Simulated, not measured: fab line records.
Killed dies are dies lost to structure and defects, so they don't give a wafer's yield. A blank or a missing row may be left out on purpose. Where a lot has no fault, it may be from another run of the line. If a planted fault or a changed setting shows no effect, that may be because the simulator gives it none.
Which tool did it? :: flow n5-finfet :: route of 1938 steps, sampled at 1 step: 12 lots, 36 wafers

== WHAT EACH GAUGE READ, for each wafer ==
N5_BEOL_M10_INSPECT_58: inspects for defects (darkfield).
lot: L078
measured: day 12 12:04
on: defect-inspect-01
raw-defect-count: 50 44 42

lot: L077
measured: day 12 20:17
on: defect-inspect-01
raw-defect-count: 57 39 72

lot: L080
measured: day 13 01:09
on: defect-inspect-01
raw-defect-count: 66 105 77

lot: L081
measured: day 13 18:11
on: defect-inspect-02
raw-defect-count: 73 44 64

lot: L082
measured: day 14 00:58
on: defect-inspect-01
raw-defect-count: 46 61 36

lot: L084
measured: day 15 06:46
on: defect-inspect-01
raw-defect-count: 63 45 97

lot: L087
measured: day 15 10:04
on: defect-inspect-02
raw-defect-count: 79 78 79

lot: L088
measured: day 16 03:12
on: defect-inspect-02
raw-defect-count: 54 49 72

lot: L094
measured: day 16 08:38
on: defect-inspect-02
raw-defect-count: 50 68 61

lot: L092
measured: day 16 20:13
on: defect-inspect-02
raw-defect-count: 105 120 66

lot: L095
measured: day 18 03:52
on: defect-inspect-01
raw-defect-count: 60 65 84

lot: L097
measured: day 19 01:15
on: defect-inspect-02
raw-defect-count: 64 51 85

== WHICH TOOL RAN EACH LOT (tool, then ch and the chambers of the sampled wafers, then the start) ==
No process step before these readings appears in the record.

== THE ANSWER, worked out from the rows above alone ==
Rule: usual is defined by the lots themselves. The widest of any qualifying gaps counts: lots, ordered by their means at a reading, are off when they make up no more than a third of the lots, leave a main group of 4 or more, and stand apart from it by 3 or more times the standard deviation of that group's means. A main group is skipped when, at the precision printed for the reading in the tables above, its means are all equal. Also off: a lot with no number at a reading for which 4 or more lots have one. The other lots that the step has rows for count as sound.
No lot is off at any reading shown: from this, nothing can be told.

== WHAT THE SIMULATOR HAD PUT IN ==
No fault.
